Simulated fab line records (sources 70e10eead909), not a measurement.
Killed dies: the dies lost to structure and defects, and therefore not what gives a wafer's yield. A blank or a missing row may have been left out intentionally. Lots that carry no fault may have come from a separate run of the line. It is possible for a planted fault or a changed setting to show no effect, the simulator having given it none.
Matching of chambers	flow nand_harc	NHARC_A_M1_CMP_23 on cmp-02: 4 sister chambers
The step polishes, t overpolish 20 s, target thk 154.34 nm. 8 wafers are shown with their chamber, then 7 later ones without.

WAFERS, EACH WITH ITS CHAMBER
wafer	chamber	motor_current_A (A)	time_to_endpoint_s (s)
L981.5	2	10.9	32
L986.6	3	12.9	32
L989.2	1	13.7	28
L989.4	0	11.3	25
L989.6	2	10.8	32
L996.1	3	12.7	34
L996.2	0	11.0	23
L996.3	1	14.2	31

WAFERS WITH NO CHAMBER GIVEN
wafer	motor_current_A (A)	time_to_endpoint_s (s)
L997.2	11.2	37
L997.5	10.2	33
L998.2	11.4	37
L998.3	14.5	29
L104.4	13.3	29
L104.5	11.5	22
L104.6	12.4	30

CHAMBER TAKEN BY EACH
wafer	from the rows above	in truth
L997.2	2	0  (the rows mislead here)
L997.5	2	2
L998.2	2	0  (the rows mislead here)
L998.3	1	1
L104.4	can't be placed: 1 or 3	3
L104.5	0	0
L104.6	3	3
Correctly placed: 4 of 7. Can't be placed from these rows: 1 (the true chamber is among the candidates in 1). Wrongly placed: 2.
How it was worked out, from the rows above alone: a wafer's distance from a chamber is the root of the sum, over the readings, of the square of ((its reading less the chamber's mean) divided by the reading's scatter). The wafer belongs to the nearest chamber; if the next one is less than 2 further off, it can't be placed. For every chamber, the mean is computed from those of its wafers that are shown. The scatter: take each reading less its chamber's mean, square it, sum over the shown wafers, divide by the number of wafers less the number of chambers, and take the root.
